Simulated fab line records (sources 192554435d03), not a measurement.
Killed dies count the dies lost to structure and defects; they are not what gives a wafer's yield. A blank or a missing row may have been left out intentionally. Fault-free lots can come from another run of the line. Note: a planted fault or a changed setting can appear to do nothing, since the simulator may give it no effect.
Which tool is to blame? -- flow n5Finfet -- 18 wafers from 7 lots sampled at 4 of the route's 1938 steps

== WHAT THE GAUGES SHOWED, per wafer ==
N5_HKMG_FIN_CD_MEAS_49 targets a cd of 202 nm.
lot,measured,on,cdNm (nm)
L860,day 4 15:51,cdSem-03,202.0 202.6 202.3
L863,day 5 07:04,cdSem-03,202.3 201.9
L865,day 5 23:04,cdSem-02,201.0 202.3 201.8
L867,day 6 07:16,cdSem-01,202.8 201.5 202.0
L870,day 6 22:18,cdSem-02,201.8 200.6 202.0
L872,day 7 09:56,cdSem-01,201.6 200.7
L876,day 8 13:45,cdSem-01,187.3 202.6

== WHAT TOOL EACH LOT RAN ON (gives the tool, then ch and the chambers of the sampled wafers, and finally the start) ==
lot,N5_HKMG_FIN_HK_ALD_01,N5_HKMG_FIN_ALD_74,N5_HKMG_FIN_PEB_47
L860,"aldHk-03 ch 0,1,3, day 4 14:37","aldHk-02 ch 0,1,3, day 4 15:19","lithoTrack-02 ch 0, day 4 15:47"
L863,"aldHk-02 ch 1,2, day 5 06:05","aldHk-01 ch 1,2, day 5 06:40","lithoTrack-04 ch 0, day 5 07:01"
L865,"aldHk-03 ch 0,1,3, day 5 22:05","aldHk-02 ch 0,3, day 5 22:31","lithoTrack-03 ch 0, day 5 23:00"
L867,"aldHk-03 ch 2,3, day 6 06:07","aldHk-02 ch 1,2, day 6 06:43","lithoTrack-02 ch 0, day 6 07:12"
L870,"aldHk-02 ch 0,2, day 6 21:28","aldHk-01 ch 1,2,3, day 6 21:53","lithoTrack-04 ch 0, day 6 22:14"
L872,"aldHk-02 ch 0,3, day 7 08:58","aldHk-01 ch 2,3, day 7 09:22","lithoTrack-03 ch 0, day 7 09:52"
L876,"aldHk-02 ch 0,2, day 8 12:39","aldHk-03 ch 2,3, day 8 13:03","lithoTrack-04 ch 0, day 8 13:41"
- N5_HKMG_FIN_HK_ALD_01: deposits HfO2, target thk 1.6 nm, pulse time 3 s, purge time 3 s.
- N5_HKMG_FIN_ALD_74: deposits La2O3, target thk 0.5 nm, pulse time 6 s, co reactant pulse time 1 s.
- N5_HKMG_FIN_PEB_47: peb time 60 s.

== THE ANSWER, worked out from the rows above alone ==
Rule: the usual values come from the lots themselves. Put in order of their means at a reading, lots are off if they are a third of the lots or fewer, leave a main group of 4 or more, and stand apart from it by a gap of 3 or more times the standard deviation of the main group's means; of several such gaps the widest counts. The tables above print the reading to a certain number of digits; a main group whose means all agree to those digits is not used. Also off: a lot with no number at a reading for which 4 or more lots have one. Where the step has rows for the other lots, those lots are counted as sound.
Off: L876, at N5_HKMG_FIN_CD_MEAS_49 (cdNm). The main group: mean 201.8 nm, standard deviation 0.4.
If a tool, at a process step before that reading, ran all the lots that are off and no sound lot after the first of them, it fits. Those tools and the gauges at N5_HKMG_FIN_CD_MEAS_49 are tried in the same way. Can't be told from this: 4 tools fit, aldHk-02 at N5_HKMG_FIN_HK_ALD_01, aldHk-03 at N5_HKMG_FIN_ALD_74, lithoTrack-04 at N5_HKMG_FIN_PEB_47, cdSem-01 at N5_HKMG_FIN_CD_MEAS_49.

== WHAT THE SIMULATOR PUT IN ==
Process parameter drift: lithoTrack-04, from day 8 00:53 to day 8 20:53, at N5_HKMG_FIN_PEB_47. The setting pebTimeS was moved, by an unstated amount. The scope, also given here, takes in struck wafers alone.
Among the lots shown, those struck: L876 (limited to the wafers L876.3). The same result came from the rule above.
